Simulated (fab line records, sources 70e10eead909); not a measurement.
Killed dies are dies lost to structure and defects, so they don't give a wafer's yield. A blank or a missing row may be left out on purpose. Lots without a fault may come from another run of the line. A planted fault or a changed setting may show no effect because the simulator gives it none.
fab line records | flow nand_harc | part 1 of 2: steps 1 to 4 of 6
record lots=21 wafers=63 last_day=25
route steps=1159 shown A_STAIRCASE@547
lots that met no fault: from a run of the same line without faults
start_h: hours from the record's first day to the start of the lot's first wafer shown | wait_h: hours since the lot's step before | " the same as in the row above | L1.1+2: a row that stands for several wafers | - no value, or no start given | * or withheld: withheld | < > ~ a bound
route shown NAME@n: a module of which the file shows steps, and the number in the route of the first | usual: mean/standard deviation of fault-free wafers | same: alike in all rows | chamber/n: place in a boat | sites: the reading at each site | _std_site: their standard deviation | _edge_site: outer sites' mean less inner sites' | radius_mm: how far each site lies from the wafer's centre | mask NAME#n: copy n | behind: the tool/chamber that last shaped the wafer | hold: why the lot was held/for how many hours/how that ended | device: the transistor (n, p or np) that didn't switch | end of line: the same wafers' tests at the end of the route | a step without rows: its recipe alone | killed: dies lost to structure and defects at the first sort, not the wafer's yield | map: a wafer's dies, x killed, . not, _ none there
set.NAME: the setting as run; set.NAME@STEP: as run at that earlier step | model.NAME: the simulator's own value behind a step, which no gauge read
steps of the route over a sample of lots; a table a step, a row a wafer
services: from which hour (start_h, from the record's first day; less than 0 if before it) a tool's chamber was out of use, for how many hours, and why
## steps
# step NHARC_A_STAIRCASE_DESCUM_11
# recipe time_s=3 o2_flow_sccm=200 ar_flow_sccm=0 bias_power_w=0 chemistry=O2
# usual drypump_motor_current_A=5.8/0.41 oes_product_au=1.001/0.011 rf_vpp_V=57.7/0.89 showerhead_plenum_p_Torr=1.89/0.083 throttle_valve_pct=11.311/0.0094
# columns lot.wafer tool chamber start_h wait_h drypump_motor_current_A oes_product_au rf_hours_counter_h rf_vpp_V showerhead_plenum_p_Torr throttle_valve_pct
L074.4 rie_diel-04 1 227.06 - 6.5 1.018 35 58.4 1.93 11.310
L074.3 " 2 " " 6.3 1.012 36 58.5 1.77 11.307
L074.1 " 3 " " 6.2 1.007 36 56.1 1.83 11.321
L075.1 rie_diel-02 0 245.06 - 5.5 1.007 31 57.1 1.89 11.326
L075.4 " 2 " " 6.1 1.003 30 56.5 1.91 11.315
L075.5 " 0 " " 5.5 1.001 - 57.0 1.89 11.301
L076.3 rie_diel-02 2 245.24 - 6.1 1.008 30 58.4 1.91 11.293
L076.2 " 3 " " 5.4 1.018 33 58.0 2.00 11.316
L076.5 " 1 " " 5.5 0.984 - 57.1 1.86 11.313
L078.1 rie_diel-13 3 255.93 - 5.5 0.983 56 58.4 2.06 11.321
L078.5 " 0 " " 5.3 0.993 - 55.7 1.81 11.317
L078.6 " 1 " " 6.3 1.002 - 58.8 1.89 11.309
L077.3 rie_diel-04 1 256.29 - 6.5 1.025 49 56.5 1.92 11.320
L077.1 " 2 " " 6.3 0.999 50 55.5 1.77 11.309
L077.2 " 3 " " 6.1 0.998 50 57.6 1.83 11.302
L079.1 rie_diel-04 0 265.63 - 5.8 1.000 51 58.5 1.79 11.303
L079.2 " 1 " " 6.5 1.030 52 58.8 1.92 11.307
L079.3 " 2 " " 6.3 1.011 52 57.7 1.76 11.320
L082.4 rie_diel-02 2 278.79 - 6.1 1.009 41 56.7 1.90 11.305
L082.1 " 3 " " 5.4 1.026 44 57.9 1.99 11.297
L082.6 " 1 " " 5.5 0.987 - 58.0 1.86 11.309
L080.4 rie_diel-02 1 279.07 - 5.5 0.981 39 57.4 1.86 11.302
L080.3 " 3 " " 5.4 1.014 45 58.5 1.99 11.311
L080.6 " 1 " " 5.5 0.989 - 58.3 1.86 11.317
L081.2 rie_diel-04 3 279.62 - 6.1 0.997 56 58.6 1.82 11.308
L081.6 " 1 " " 6.6 1.034 - 57.3 1.92 11.315
L081.5 " 2 " " 6.3 1.003 - 56.8 1.76 11.322
L083.1 rie_diel-02 3 295.29 - 5.4 1.033 51 57.9 1.99 11.328
L083.3 " 0 " " 5.5 1.013 50 57.4 1.89 11.310
L083.6 " 3 " " 5.4 1.012 - 58.0 1.99 11.312
L084.2 rie_diel-13 2 295.95 - 5.8 1.000 4 59.1 1.87 11.303
L084.4 " 3 " " 5.4 0.986 4 59.2 2.05 11.321
L084.3 " 0 " " 5.3 0.990 4 57.7 1.81 11.310
L087.4 rie_diel-04 3 311.53 - 6.2 1.001 4 57.5 1.82 11.313
L087.2 " 2 " " 6.3 0.987 3 57.4 2.08 11.298
L087.5 " 0 " " 5.8 1.005 - 57.1 1.79 11.315
L086.3 rie_diel-13 2 311.79 - 5.8 0.991 9 56.8 1.87 11.325
L086.4 " 1 " " 6.3 0.990 10 59.2 1.89 11.304
L086.5 " 2 " " 5.8 0.994 - 57.5 1.87 11.307
L088.2 rie_diel-02 0 311.90 - 5.4 1.003 55 59.1 1.88 11.315
L088.4 " 1 " " 5.5 0.989 55 58.4 1.85 11.301
L088.5 " 3 " " 5.4 1.011 - 58.1 1.99 11.313
L085.3 rie_diel-04 2 320.21 - 6.3 0.995 7 57.3 2.07 11.323
L085.6 " 3 " " 6.1 0.997 - 57.9 1.82 11.308
L085.5 " 0 " " 5.8 0.990 - 56.7 1.79 11.297
L090.3 rie_diel-04 1 330.13 - 6.5 1.017 10 57.6 1.91 11.307
L090.5 " 3 " " 6.1 0.999 - 58.1 1.82 11.299
L090.4 " 0 " " 5.8 0.997 - 57.0 1.79 11.293
L092.1 rie_diel-02 0 337.03 - 5.4 0.984 0 56.9 1.88 11.313
L092.6 " 2 " " 6.1 0.987 - 56.9 1.90 11.297
L092.5 " 3 " " 5.3 1.005 - 57.3 1.99 11.308
L094.1 rie_diel-13 0 343.83 - 5.3 1.004 21 59.1 1.80 11.298
L094.4 " 2 " " 5.8 0.999 23 57.5 1.86 11.301
L094.6 " 0 " " 5.3 0.998 - 57.1 1.80 11.308
L095.3 rie_diel-13 3 357.15 - 5.4 0.992 26 57.8 2.05 11.296
L095.6 " 3 " " 5.4 0.996 - 58.9 2.05 11.306
L095.5 " 0 " " 5.3 1.008 - 56.4 1.80 11.299
L096.1 rie_diel-13 0 357.35 - 5.3 1.003 27 56.6 1.80 11.304
L096.2 " 2 " " 5.8 0.992 30 57.2 1.86 11.311
L096.4 " 3 " " 5.4 0.981 26 57.9 2.05 11.309
L097.3 rie_diel-02 1 377.04 - 5.5 0.979 13 58.8 1.85 11.326
L097.2 " 2 " " 6.1 0.989 14 55.7 1.89 11.299
L097.4 " 0 " " 5.4 0.985 13 59.0 1.88 11.301
# step NHARC_A_STAIRCASE_ETCH_13
# recipe target_depth_a=1000 time_s=40.5 ion_energy_ev=400 c4f8_flow_sccm=20 o2_flow_sccm=10 ar_flow_sccm=withheld rf_w=600 bias_w=1000 chemistry=C4F8/O2
# usual bias_w=1000/3.2 oes_product_au=0.935/0.013 rf_vpp_V=894/4.9
# columns lot.wafer tool chamber start_h wait_h bias_w oes_product_au rf_hours_counter_h rf_vpp_V
L074.4 rie_diel-04 3 - - 999 0.924 37 891
L074.3 " 0 " " 995 0.918 36 888
L074.1 " 1 " " 997 0.944 35 898
L075.4 rie_diel-02 3 - - 1006 0.958 33 900
L075.1 " 0 " " 1003 0.932 31 893
L075.5 " 3 " " 1005 0.961 - 901
L076.3 rie_diel-02 1 - - 1005 0.925 28 894
L076.2 " 0 " " 997 0.938 31 895
L076.5 " 1 " " 1000 0.920 - 892
L078.1 rie_diel-13 1 - - 1000 0.935 53 895
L078.5 " 1 " " 1001 0.933 - 895
L078.6 " 2 " " 997 0.928 - 895
L077.1 rie_diel-04 0 - - 1004 0.923 49 888
L077.3 " 1 " " 1000 0.948 50 896
L077.2 " 2 " " 1002 0.925 51 887
L079.1 rie_diel-04 0 - - 1003 0.922 51 888
L079.2 " 1 " " 996 0.976 52 897
L079.3 " 3 " " 1002 0.929 52 890
L082.4 rie_diel-02 3 - - 1001 0.951 45 901
L082.1 " 0 " " 996 0.924 42 895
L082.6 " 0 " " 995 0.929 - 893
L080.3 rie_diel-02 0 - - 999 0.929 43 894
L080.4 " 3 " " 1001 0.941 45 903
L080.6 " 1 " " 1002 0.917 - 893
L081.2 rie_diel-04 2 - - 995 0.925 58 886
L081.6 " 0 " " 997 0.923 - 890
L081.5 " 1 " " 1005 0.941 - 896
L083.3 rie_diel-02 2 - - 1004 0.944 50 896
L083.1 " 0 " " 1000 0.942 50 895
L083.6 " 1 " " 1000 0.917 - 891
L084.2 rie_diel-13 1 - - 1001 0.936 4 893
L084.4 " 2 " " 994 0.938 4 893
L084.3 " 3 " " 1003 0.931 4 903
L087.2 rie_diel-04 0 - - 1004 0.942 4 887
L087.4 " 1 " " 1002 0.976 3 897
L087.5 " 3 " " 996 0.935 - 891
L086.4 rie_diel-13 0 - - 996 0.930 9 890
L086.3 " 1 " " 1005 0.947 10 895
L086.5 " 0 " " 994 0.929 - 889
L088.4 rie_diel-02 0 - - 1000 0.934 55 893
L088.2 " 3 " " 1001 0.948 57 901
L088.5 " 1 " " 1007 0.919 - 891
L085.3 rie_diel-04 1 - - 997 0.953 8 896
L085.6 " 2 " " 998 0.921 - 906
L085.5 " 3 " " 1001 0.927 - 890
L090.3 rie_diel-04 3 - - 1003 0.934 13 890
L090.4 " 1 " " 999 0.951 - 895
L090.5 " 0 " " 999 0.926 - 892
L092.1 rie_diel-02 2 - - 1000 0.944 0 894
L092.5 " 1 " " 999 0.944 - 894
L092.6 " 2 " " 996 0.938 - 895
L094.1 rie_diel-13 1 - - 1001 0.956 23 895
L094.4 " 2 " " 996 0.944 24 894
L094.6 " 2 " " 996 0.949 - 894
L095.3 rie_diel-13 1 - - 1000 0.944 30 895
L095.5 " 0 " " 1000 0.926 - 889
L095.6 " 1 " " 1002 0.939 - 894
L096.1 rie_diel-13 0 - - 997 0.935 28 890
L096.4 " 1 " " 1004 0.925 31 893
L096.2 " 3 " " 999 0.928 27 905
L097.4 rie_diel-02 1 - - 1003 0.917 13 892
L097.3 " 2 " " 999 0.937 14 895
L097.2 " 0 " " 998 0.961 13 894
# step NHARC_A_STAIRCASE_DESCUM_186
# recipe time_s=3 o2_flow_sccm=200 ar_flow_sccm=0 bias_power_w=0 chemistry=O2
# usual drypump_motor_current_A=5.9/0.4 oes_product_au=1.003/0.012 rf_vpp_V=57.7/0.85 showerhead_plenum_p_Torr=1.89/0.082 throttle_valve_pct=11.311/0.008
# columns lot.wafer tool chamber start_h wait_h drypump_motor_current_A oes_product_au rf_hours_counter_h rf_vpp_V showerhead_plenum_p_Torr throttle_valve_pct
L074.1 rie_diel-04 3 231.37 - 6.2 0.998 38 57.0 1.83 11.319
L074.3 " 1 " " 6.6 1.017 37 57.1 1.93 11.306
L074.4 " 2 " " 6.3 1.000 38 56.8 1.77 11.323
L075.1 rie_diel-04 3 248.81 - 6.2 1.005 47 56.1 1.83 11.306
L075.4 " 0 " " 5.8 1.003 45 57.4 1.80 11.319
L075.5 " 2 " " 6.3 1.007 - 56.8 1.77 11.295
L076.3 rie_diel-02 1 249.44 - 5.5 0.985 29 58.0 1.86 11.310
L076.2 " 3 " " 5.4 1.019 34 56.8 2.00 11.316
L076.5 " 0 " " 5.4 1.011 - 58.1 1.89 11.318
L077.2 rie_diel-02 0 259.98 - 5.5 1.012 36 56.8 1.89 11.319
L077.1 " 2 " " 6.1 1.005 36 57.2 1.91 11.302
L077.3 " 3 " " 5.4 1.022 39 58.2 1.99 11.314
L078.1 rie_diel-04 3 260.15 - 6.2 1.009 51 58.3 1.83 11.316
L078.5 " 0 " " 5.8 1.010 - 57.7 1.79 11.302
L078.6 " 1 " " 6.5 1.014 - 57.0 1.92 11.299
L079.3 rie_diel-04 0 269.41 - 5.8 0.991 52 57.4 1.79 11.309
L079.2 " 1 " " 6.5 1.025 53 58.0 1.92 11.303
L079.1 " 2 " " 6.3 1.003 54 58.5 1.76 11.318
L082.1 rie_diel-02 2 283.46 - 6.1 1.000 43 57.0 1.90 11.311
L082.4 " 3 " " 5.4 1.011 47 57.8 1.99 11.318
L082.6 " 2 " " 6.1 0.995 - 57.9 1.90 11.304
L080.4 rie_diel-02 0 284.37 - 5.4 1.010 45 58.0 1.89 11.305
L080.3 " 2 " " 6.1 1.017 44 56.7 1.90 11.303
L080.6 " 1 " " 5.5 0.997 - 56.0 1.86 11.308
L081.2 rie_diel-02 3 284.85 - 5.4 1.024 47 56.8 1.99 11.326
L081.5 " 0 " " 5.4 1.010 - 57.6 1.89 11.308
L081.6 " 1 " " 5.5 0.994 - 56.7 1.86 11.294
L084.3 rie_diel-04 3 299.68 - 6.2 1.006 0 56.8 1.82 11.312
L084.4 " 0 " " 5.8 1.003 0 57.5 1.79 11.291
L084.2 " 1 " " 6.5 1.019 0 58.5 1.92 11.314
L083.3 rie_diel-02 1 300.38 - 5.5 0.990 50 57.4 1.86 11.314
L083.1 " 2 " " 6.1 1.001 52 58.3 1.90 11.301
L083.6 " 0 " " 5.5 1.007 - 58.1 1.89 11.298
L087.2 rie_diel-04 0 315.75 - 5.8 0.980 6 57.4 1.79 11.307
L087.4 " 1 " " 6.5 1.018 5 58.2 1.92 11.305
L087.5 " 3 " " 6.1 0.981 - 56.8 1.82 11.307
L086.4 rie_diel-02 1 316.21 - 5.5 1.002 57 57.8 1.85 11.317
L086.3 " 3 " " 5.4 1.021 59 58.0 1.99 11.325
L086.5 " 2 " " 6.1 1.003 - 57.8 1.90 11.312
L088.2 rie_diel-02 3 316.51 - 5.4 1.020 59 58.0 1.99 11.305
L088.4 " 0 " " 5.5 1.008 58 56.6 1.88 11.331
L088.5 " 2 " " 6.0 1.001 - 57.9 1.90 11.305
L085.3 rie_diel-04 1 326.05 - 6.5 1.012 10 56.3 1.91 11.304
L085.5 " 0 " " 5.8 0.989 - 59.1 1.79 11.316
L085.6 " 1 " " 6.6 1.014 - 57.7 1.92 11.316
L090.3 rie_diel-13 1 334.96 - 6.2 1.014 19 57.4 1.88 11.313
L090.4 " 3 " " 5.4 0.991 18 57.4 2.05 11.305
L090.5 " 1 " " 6.2 1.008 - 57.6 1.88 11.307
L092.1 rie_diel-04 3 340.79 - 6.2 0.999 18 58.8 1.82 11.304
L092.6 " 0 " " 5.8 0.991 - 59.5 1.78 11.319
L092.5 " 1 " " 6.5 1.019 - 58.6 1.91 11.296
L094.1 rie_diel-04 2 348.07 - 6.3 0.993 15 58.9 2.07 11.305
L094.4 " 3 " " 6.2 1.013 21 55.4 1.82 11.314
L094.6 " 1 " " 6.5 1.015 - 57.2 1.91 11.321
L095.3 rie_diel-02 2 362.32 - 6.1 0.997 10 58.3 1.89 11.320
L095.6 " 1 " " 5.5 0.978 - 58.2 1.85 11.315
L095.5 " 2 " " 6.1 0.999 - 57.7 1.89 11.313
L096.1 rie_diel-04 0 362.59 - 5.8 0.980 27 57.5 1.78 11.314
L096.2 " 1 " " 6.5 1.020 27 56.6 1.91 11.316
L096.4 " 2 " " 6.3 0.996 24 57.2 2.07 11.309
L097.3 rie_diel-02 2 381.02 - 6.1 0.997 15 58.2 1.89 11.311
L097.4 " 3 " " 5.4 1.013 15 58.2 1.98 11.317
L097.2 " 1 " " 5.5 0.975 14 57.8 1.85 11.304
# step NHARC_A_STAIRCASE_TRIM_189
# recipe time_s=211.2 o2_flow_sccm=500 ar_flow_sccm=0 bias_w=0 chemistry=O2
# usual drypump_motor_current_A=5.9/0.4 oes_product_au=1.001/0.012 rf_vpp_V=57.7/0.86 showerhead_plenum_p_Torr=3.48/0.14 throttle_valve_pct=17.036/0.0093
# same bias_w=0
# columns lot.wafer tool chamber start_h wait_h drypump_motor_current_A oes_product_au rf_hours_counter_h rf_vpp_V showerhead_plenum_p_Torr throttle_valve_pct
L074.1 rie_diel-04 2 - - 6.3 0.997 38 58.2 3.28 17.036
L074.4 " 3 " " 6.2 1.000 38 58.2 3.38 17.054
L074.3 " 0 " " 5.8 0.996 38 58.6 3.33 17.031
L075.1 rie_diel-04 2 - - 6.3 1.002 47 56.9 3.28 17.037
L075.4 " 3 " " 6.1 1.002 47 58.1 3.38 17.017
L075.5 " 3 " " 6.1 1.009 - 57.6 3.38 17.029
L076.2 rie_diel-02 2 - - 6.1 1.002 34 56.9 3.52 17.027
L076.3 " 3 " " 5.4 1.023 36 57.1 3.67 17.044
L076.5 " 1 " " 5.5 0.990 - 57.0 3.44 17.052
L077.3 rie_diel-02 1 - - 5.5 0.981 33 57.0 3.44 17.024
L077.2 " 2 " " 6.1 1.007 36 58.4 3.52 17.026
L077.1 " 3 " " 5.4 1.016 39 58.1 3.67 17.034
L078.1 rie_diel-04 3 - - 6.2 0.994 51 56.8 3.38 17.035
L078.5 " 2 " " 6.3 0.990 - 57.8 3.27 17.045
L078.6 " 3 " " 6.1 0.993 - 58.1 3.38 17.029
L079.1 rie_diel-04 1 - - 6.6 1.028 53 57.7 3.54 17.040
L079.2 " 2 " " 6.3 0.995 54 57.7 3.27 17.038
L079.3 " 0 " " 5.8 1.011 52 56.5 3.32 17.024
L082.1 rie_diel-02 3 - - 5.4 1.018 47 59.5 3.66 17.042
L082.4 " 1 " " 5.5 0.996 41 55.9 3.43 17.041
L082.6 " 3 " " 5.4 1.029 - 56.8 3.66 17.037
L080.4 rie_diel-02 1 - - 5.5 0.990 42 56.2 3.43 17.037
L080.3 " 3 " " 5.3 1.017 47 58.4 3.66 17.036
L080.6 " 1 " " 5.5 0.981 - 57.8 3.43 17.050
L081.2 rie_diel-02 3 - - 5.4 1.027 48 57.7 3.66 17.046
L081.5 " 0 " " 5.5 1.004 - 57.6 3.48 17.032
L081.6 " 1 " " 5.5 0.993 - 58.3 3.43 17.043
L084.4 rie_diel-04 0 - - 5.8 0.998 0 57.5 3.32 17.056
L084.3 " 1 " " 6.6 1.016 0 57.6 3.54 17.013
L084.2 " 3 " " 6.2 1.003 0 58.3 3.37 17.046
L083.3 rie_diel-02 3 - - 5.5 1.020 53 56.7 3.66 17.030
L083.1 " 1 " " 5.5 0.981 50 56.4 3.43 17.032
L083.6 " 2 " " 6.1 1.011 - 58.2 3.51 17.037
L087.4 rie_diel-04 0 - - 5.8 0.989 6 58.1 3.31 17.020
L087.2 " 1 " " 6.6 1.019 5 57.9 3.53 17.027
L087.5 " 2 " " 6.3 1.008 - 58.3 3.81 17.039
L086.4 rie_diel-02 0 - - 5.5 1.003 58 55.3 3.48 17.045
L086.3 " 2 " " 6.2 1.000 58 56.8 3.50 17.039
L086.5 " 1 " " 5.6 0.986 - 56.3 3.43 17.023
L088.4 rie_diel-02 0 - - 5.4 1.003 58 58.8 3.48 17.034
L088.2 " 1 " " 5.5 0.985 57 57.0 3.43 17.029
L088.5 " 0 " " 5.4 1.004 - 56.1 3.48 17.030
L085.3 rie_diel-04 0 - - 5.8 0.990 11 56.3 3.31 17.025
L085.6 " 3 " " 6.2 0.998 - 57.2 3.37 17.022
L085.5 " 0 " " 5.8 0.991 - 57.8 3.31 17.040
L090.3 rie_diel-13 0 - - 5.3 0.992 18 57.1 3.34 17.041
L090.4 " 2 " " 5.8 0.995 20 58.6 3.45 17.043
L090.5 " 0 " " 5.3 0.999 - 57.0 3.34 17.027
L092.1 rie_diel-04 0 - - 5.8 0.991 18 57.2 3.31 17.041
L092.5 " 2 " " 6.3 0.995 - 58.4 3.80 17.037
L092.6 " 3 " " 6.1 1.003 - 58.0 3.36 17.036
L094.4 rie_diel-04 0 - - 5.8 0.996 21 58.1 3.31 17.043
L094.1 " 1 " " 6.5 1.021 19 57.5 3.53 17.025
L094.6 " 1 " " 6.5 1.014 - 58.5 3.53 17.041
L095.3 rie_diel-02 2 - - 6.1 0.984 10 57.9 3.50 17.026
L095.5 " 3 " " 5.4 1.008 - 56.8 3.65 17.020
L095.6 " 0 " " 5.4 0.987 - 58.4 3.47 17.024
L096.4 rie_diel-04 1 - - 6.5 1.026 28 57.7 3.52 17.039
L096.2 " 2 " " 6.3 1.001 24 58.1 3.79 17.036
L096.1 " 3 " " 6.2 1.003 27 56.8 3.36 17.033
L097.2 rie_diel-02 3 - - 5.4 1.009 15 58.3 3.64 17.046
L097.4 " 0 " " 5.5 1.003 14 57.1 3.47 17.036
L097.3 " 1 " " 5.5 0.992 15 57.6 3.42 17.033
